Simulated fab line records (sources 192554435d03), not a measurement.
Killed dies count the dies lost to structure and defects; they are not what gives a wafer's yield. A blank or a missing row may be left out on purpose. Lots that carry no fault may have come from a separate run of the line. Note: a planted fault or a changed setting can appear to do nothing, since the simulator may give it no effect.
fab line records    flow n5Finfet
[record] lots = 11  wafers = 33  lastDay = 19
route steps=1938 shown BEOL_M15@1829 PASS1_DEP@1831 MIM_BOT@1832 MIM_BOT_LITHO@1858
lots that met no fault: taken from a fault-free run of the same line
startH: start of the lot's first displayed wafer, in hours after the record's first day    waitH: how many hours have passed since the lot's step before this one    " repeats the value in the row above    L1.1+2: several wafers, shown together as one row    - value missing, or start not given    * or withheld: withheld    < > ~ a bound
route shown NAME@n: NAME is a module with steps in the file, n the number in the route of the first one    usual: average and standard deviation across the fault-free wafers    same: alike in all rows    chamber/n: place in a boat    sites: per-site readings    _std_site: their standard deviation    _edge_site: outer sites' mean less inner sites'    radiusMm: for every site, how far away it sits from the centre of the wafer    mask NAME#n: copy n    behind: the most recent tool/chamber to have shaped the wafer    hold: why the lot went on hold/how many hours it stayed there/how the hold came to an end    device: the transistor (n, p or np) that didn't switch    end of line: at the end of the route, the tests of the same wafers    for a step that has no rows: nothing shown but its recipe    killed: at the first sort, the dies lost to defects and structure; wafer yield is something else    map: dies across one wafer; x = killed, . = not, _ = none there
set.NAME: the setting the step ran with; set.NAME@STEP: the setting that earlier step ran with    model.NAME: the simulator's own value behind a step, which no gauge read
steps of the route over a sample of lots; a table a step, a row a wafer
services: the hour from which a tool's chamber was out of use, counted from the record's first day as startH (under 0 if before that day), plus the number of hours and why
[[steps]]
[step N5_BEOL_M15_INSPECT_55]
[recipe] inspectInstrument = darkfield  mode = postDep
[usual] rawDefectCount = 71/21
lot.wafer  tool              chamber  startH  waitH  rawDefectCount
L261.1     defectInspect-01  -        277.80  0.0    85
L261.4     "                 -        "       "      79
L261.6     "                 -        "       "      67
L262.1     defectInspect-01  -        278.12  0.0    60
L262.2     "                 -        "       "      43
L262.6     "                 -        "       "      119
L264.4     defectInspect-02  -        332.06  0.0    89
L264.5     "                 -        "       "      112
L264.6     "                 -        "       "      43
L267.2     defectInspect-01  -        358.27  0.0    104
L267.4     "                 -        "       "      141
L267.5     "                 -        "       "      78
L274.1     defectInspect-02  -        393.84  0.0    81
L274.2     "                 -        "       "      90
L274.5     "                 -        "       "      100
L273.2     defectInspect-02  -        395.85  0.0    78
L273.4     "                 -        "       "      62
L273.5     "                 -        "       "      88
L263.3     defectInspect-02  -        401.90  0.0    75
L263.4     "                 -        "       "      55
L263.6     "                 -        "       "      83
L277.2     defectInspect-02  -        409.66  0.0    61
L277.4     "                 -        "       "      65
L277.6     "                 -        "       "      85
L280.2     defectInspect-01  -        440.81  0.0    55
L280.4     "                 -        "       "      74
L280.6     "                 -        "       "      31
L281.1     defectInspect-01  -        443.96  0.0    64
L281.3     "                 -        "       "      75
L281.4     "                 -        "       "      49
L284.1     defectInspect-02  -        447.89  0.0    62
L284.5     "                 -        "       "      75
L284.6     "                 -        "       "      51
[step N5_PASSIVATION_PECVD_00]
[recipe] material = SiO2  targetThkA = 2000  tempC = 400  precursor = SiH4/N2O  pressureTorr = 2.7  rfW = 608  timeS = 11.2
[usual] heaterPowerW = 663/64  showerheadPlenumPTorr = 8.16/0.11  throttleValvePct = 50.8/2.3
lot.wafer  tool      chamber  startH  waitH  heaterPowerW  showerheadPlenumPTorr  throttleValvePct
L261.1     pecvd-02  2        278.78  0.8    632           8.29                   50.7
L261.4     "         2        "       "      670           8.28                   50.4
L261.6     "         0        "       "      653           7.94                   51.2
L262.1     pecvd-01  0        279.11  0.8    663           8.10                   51.2
L262.2     "         2        "       "      639           8.13                   50.6
L262.6     "         2        "       "      643           8.11                   50.4
L264.4     pecvd-01  1        333.07  0.4    793           8.15                   45.7
L264.5     "         2        "       "      559           8.13                   50.7
L264.6     "         0        "       "      697           8.10                   51.5
L267.2     pecvd-02  0        359.25  0.7    581           7.94                   51.2
L267.4     "         2        "       "      734           8.30                   50.9
L267.5     "         0        "       "      599           7.94                   51.3
L274.1     pecvd-02  0        394.84  0.8    683           7.93                   51.4
L274.2     "         2        "       "      741           8.29                   50.9
L274.5     "         2        "       "      733           8.33                   50.8
L273.2     pecvd-03  0        396.84  0.7    619           8.10                   53.2
L273.4     "         2        "       "      528           8.19                   48.2
L273.5     "         1        "       "      587           8.19                   51.7
L263.3     pecvd-03  2        402.98  0.6    675           8.21                   48.4
L263.4     "         1        "       "      729           8.20                   51.8
L263.6     "         2        "       "      533           8.23                   48.2
L277.2     pecvd-03  0        410.65  0.7    697           8.10                   53.2
L277.4     "         2        "       "      569           8.22                   48.6
L277.6     "         0        "       "      709           8.12                   53.0
L280.2     pecvd-03  1        441.80  0.7    611           8.22                   52.0
L280.4     "         0        "       "      719           8.09                   53.4
L280.6     "         1        "       "      620           8.20                   52.0
L281.1     pecvd-01  0        444.96  0.8    688           8.10                   51.6
L281.3     "         2        "       "      632           8.12                   51.1
L281.4     "         2        "       "      643           8.11                   51.4
L284.1     pecvd-02  0        448.89  0.8    676           7.95                   51.3
L284.5     "         0        "       "      699           7.96                   51.3
L284.6     "         1        "       "      596           8.33                   47.3
[step N5_MIM_BOT_DEGAS_01]
[recipe] ambient = vacuum  tempC = 300  timeS = 60
[usual] heaterPowerW = 457/39
lot.wafer  tool           chamber  startH  waitH  heaterPowerW
L261.1     pvdSputter-01  -        280.99  2.2    446
L261.4     "              -        "       "      420
L261.6     "              -        "       "      416
L262.1     pvdSputter-01  -        281.11  2.0    494
L262.2     "              -        "       "      414
L262.6     "              -        "       "      431
L264.4     pvdSputter-01  -        333.21  0.1    501
L264.5     "              -        "       "      453
L264.6     "              -        "       "      490
L267.2     pvdSputter-02  -        359.71  0.4    439
L267.4     "              -        "       "      451
L267.5     "              -        "       "      409
L274.1     pvdSputter-03  -        399.65  4.8    474
L274.2     "              -        "       "      416
L274.5     "              -        "       "      476
L273.2     pvdSputter-03  -        400.27  3.4    403
L273.4     "              -        "       "      429
L273.5     "              -        "       "      406
L263.3     pvdSputter-01  -        404.09  1.1    511
L263.4     "              -        "       "      441
L263.6     "              -        "       "      455
L277.2     pvdSputter-01  -        411.34  0.7    480
L277.4     "              -        "       "      412
L277.6     "              -        "       "      451
L280.2     pvdSputter-03  -        442.50  0.7    433
L280.4     "              -        "       "      456
L280.6     "              -        "       "      425
L281.1     pvdSputter-03  -        446.24  1.3    426
L281.3     "              -        "       "      522
L281.4     "              -        "       "      404
L284.1     pvdSputter-01  -        449.23  0.3    408
L284.5     "              -        "       "      502
L284.6     "              -        "       "      421
[step N5_MIM_BOT_LITHO_EXPOSE_05]
[recipe] maskId = MIM_BOT  na = 0.55  sourceShape = conventional  sigmaOuter = 0.8  polarization = unpolarized  doseMj = 24.25
[usual] exposureDoseMJCm2 = 24.253/0.023
lot.wafer  tool           chamber  startH  waitH  mask       exposureDoseMJCm2
L261.1     krfScanner-01  0        282.75  -      MIM_BOT#0  24.228
L261.4     "              0        "       "      MIM_BOT#0  24.230
L261.6     "              0        "       "      MIM_BOT#0  24.249
L262.1     krfScanner-02  0        283.17  -      MIM_BOT#0  24.311
L262.2     "              0        "       "      MIM_BOT#0  24.304
L262.6     "              0        "       "      MIM_BOT#0  24.300
L264.4     krfScanner-01  0        337.34  -      MIM_BOT#0  24.241
L264.5     "              0        "       "      MIM_BOT#0  24.256
L264.6     "              0        "       "      MIM_BOT#0  24.260
L267.2     krfScanner-01  0        362.16  -      MIM_BOT#0  24.215
L267.4     "              0        "       "      MIM_BOT#0  24.243
L267.5     "              0        "       "      MIM_BOT#0  24.251
L274.1     krfScanner-02  0        401.96  -      MIM_BOT#0  21.689
L274.2     "              0        "       "      MIM_BOT#0  21.690
L274.5     "              0        "       "      MIM_BOT#0  21.697
L273.2     krfScanner-02  0        402.51  -      MIM_BOT#0  21.740
L273.4     "              0        "       "      MIM_BOT#0  21.705
L273.5     "              0        "       "      MIM_BOT#0  21.711
L263.3     krfScanner-02  0        406.44  -      MIM_BOT#0  21.732
L263.4     "              0        "       "      MIM_BOT#0  21.715
L263.6     "              0        "       "      MIM_BOT#0  21.728
L277.2     krfScanner-01  0        413.27  -      MIM_BOT#0  24.282
L277.4     "              0        "       "      MIM_BOT#0  24.240
L277.6     "              0        "       "      MIM_BOT#0  24.242
L280.2     krfScanner-01  0        447.86  -      MIM_BOT#0  24.238
L280.4     "              0        "       "      MIM_BOT#0  24.242
L280.6     "              0        "       "      MIM_BOT#0  24.226
L281.1     krfScanner-01  0        448.47  -      MIM_BOT#0  24.293
L281.3     "              0        "       "      MIM_BOT#0  24.227
L281.4     "              0        "       "      MIM_BOT#0  24.264
L284.1     krfScanner-01  0        452.94  -      MIM_BOT#0  24.245
L284.5     "              0        "       "      MIM_BOT#0  24.275
L284.6     "              0        "       "      MIM_BOT#0  24.230
[step N5_MIM_BOT_LITHO_CD_MEAS_08]
[recipe] targetCdNm = 3000  landingEnergyEv = 500  detector = seInlens  polarity = opening
[usual] cdNm = 2999.2/2.1
lot.wafer  tool      chamber  startH  waitH  cdNm
L261.1     cdSem-02  0        282.92  -      2997.9
L261.4     "         0        "       "      3001.1
L261.6     "         0        "       "      2998.8
L262.1     cdSem-02  0        283.34  -      2996.7
L262.2     "         0        "       "      2994.8
L262.6     "         0        "       "      2994.7
L264.4     cdSem-02  0        337.51  -      3003.4
L264.5     "         0        "       "      3001.4
L264.6     "         0        "       "      3000.9
L267.2     cdSem-01  0        362.33  -      2998.3
L267.4     "         0        "       "      3000.0
L267.5     "         0        "       "      3001.3
L274.1     cdSem-01  0        402.14  -      2983.8
L274.2     "         0        "       "      2981.9
L274.5     "         0        "       "      2983.3
L273.2     cdSem-01  0        402.68  -      2978.1
L273.4     "         0        "       "      2980.8
L273.5     "         0        "       "      2979.7
L263.3     cdSem-02  0        406.61  -      2982.3
L263.4     "         0        "       "      2982.9
L263.6     "         0        "       "      2981.1
L277.2     cdSem-03  0        413.44  -      2999.3
L277.4     "         0        "       "      2996.9
L277.6     "         0        "       "      3000.9
L280.2     cdSem-02  0        448.03  -      2998.3
L280.4     "         0        "       "      2997.7
L280.6     "         0        "       "      2996.1
L281.1     cdSem-02  0        448.65  -      2997.9
L281.3     "         0        "       "      2996.9
L281.4     "         0        "       "      2996.8
L284.1     cdSem-03  0        453.11  -      3001.1
L284.5     "         0        "       "      2999.8
L284.6     "         0        "       "      2999.5
[[services]]
tool           chamber  startH  hours  kind
krfScanner-02  -        262.00  3.6    pm
krfScanner-01  -        265.91  1.0    pm
pecvd-01       1        274.17  12.3   repair
krfScanner-01  -        275.19  0.8    pm
pecvd-01       -        275.27  0.9    repair
pecvd-02       0        279.38  2.1    scheduledDown
pecvd-03       -        286.12  14.6   pm
pecvd-02       -        298.59  3.4    repair
krfScanner-01  -        300.50  1.3    pm
krfScanner-02  -        303.10  0.8    pm
krfScanner-02  -        311.53  0.8    pm
krfScanner-02  -        324.71  1.0    pm
pecvd-02       -        326.95  0.6    repair
krfScanner-02  -        331.58  1.3    pm
pecvd-02       -        335.57  2.8    pm
krfScanner-02  -        345.15  0.5    repair
krfScanner-01  0        351.12  -      calibration
krfScanner-01  -        395.17  1.7    repair
pecvd-02       -        415.73  1.4    repair
pecvd-01       1        420.08  4.5    repair
pvdSputter-01  -        430.44  0.9    repair
krfScanner-01  -        430.72  3.6    pm
krfScanner-01  -        434.91  1.0    pm
krfScanner-01  -        443.99  0.8    pm
[[key]]
[firstSign] step = N5_MIM_BOT_LITHO_EXPOSE_05  reading = exposureDoseMJCm2  direction = down  sigmas = 99+  usual = 24.253  struck = 21.712
[effect] step = N5_MIM_BOT_LITHO_CD_MEAS_08  reading = cdNm  direction = down  sigmas = 8.5  usual = 2999.2  struck = 2981.5
metAt N5_MIM_BOT_LITHO_EXPOSE_05
struckLots L263,L273,L274
notActingAt N5_BEOL_M15_INSPECT_55,N5_PASSIVATION_PECVD_00,N5_MIM_BOT_DEGAS_01
onsetBetween 283.17 401.96
[fault] kind = processParameterDrift  tool = krfScanner-02  chamber = -  onsetH = 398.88  steps = N5_MIM_BOT_LITHO_EXPOSE_05  channel = doseMj  offset = -2.529  shape = step  actsIn = theseRecipesOnly  stated = 24.25
